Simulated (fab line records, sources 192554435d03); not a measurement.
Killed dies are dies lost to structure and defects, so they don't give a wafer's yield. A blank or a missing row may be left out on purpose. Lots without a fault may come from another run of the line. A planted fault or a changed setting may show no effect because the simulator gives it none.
Chamber matching | flow n5_finfet | N5_BEOL_M8_CURE_74 on uv_cure-03: 3 sister chambers
The step cures SiCOH lowk, time 240 s. 6 wafers are shown with their chamber, then 9 later ones without.

WAFERS WITH THEIR CHAMBER
wafer  | chamber | wafer_temp_C_max | lamp_power_pct (%)
L085.3 | 0       | 386.2            | 52.34
L085.5 | 0       | 386.6            | 52.41
L087.3 | 2       | 386.4            | 52.30
L087.4 | 2       | 386.9            | 52.36
L093.2 | 1       | 386.6            | 52.37
L093.4 | 1       | 386.0            | 52.28

WAFERS WITHOUT THEIR CHAMBER
wafer  | wafer_temp_C_max | lamp_power_pct (%)
L095.1 | 386.7            | 52.36
L095.5 | 386.7            | 52.34
L095.6 | 387.1            | 52.25
L095.2 | 386.7            | 52.32
L095.3 | 387.2            | 52.37
L095.4 | 387.0            | 52.28
L097.1 | 386.1            | 52.34
L097.4 | 386.1            | 52.31
L097.5 | 386.3            | 52.32

WHICH CHAMBER EACH WENT THROUGH
wafer  | from the rows above          | in truth
L095.1 | can't be placed: 2 or 0 or 1 | 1
L095.5 | can't be placed: 2 or 0 or 1 | 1
L095.6 | can't be placed: 2 or 1 or 0 | 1
L095.2 | can't be placed: 2 or 1 or 0 | 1
L095.3 | can't be placed: 2 or 0 or 1 | 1
L095.4 | can't be placed: 2 or 1 or 0 | 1
L097.1 | can't be placed: 1 or 0 or 2 | 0
L097.4 | can't be placed: 1 or 0 or 2 | 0
L097.5 | can't be placed: 1 or 2 or 0 | 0
Placed correctly: 0 of 9. Can't be placed from these rows: 9 (the true chamber is among the candidates in 9). Placed wrongly: 0.
How it was worked out, from the rows above alone: a wafer's distance from a chamber is the root of the sum, over the readings, of the square of ((its reading less the chamber's mean) divided by the reading's scatter). The wafer belongs to the nearest chamber; if the next one is less than 2 further off, it can't be placed. A chamber's mean is the mean of its shown wafers. The scatter: the root of (the sum of the squares of (reading less its chamber's mean) over the shown wafers, divided by (wafers less chambers)).
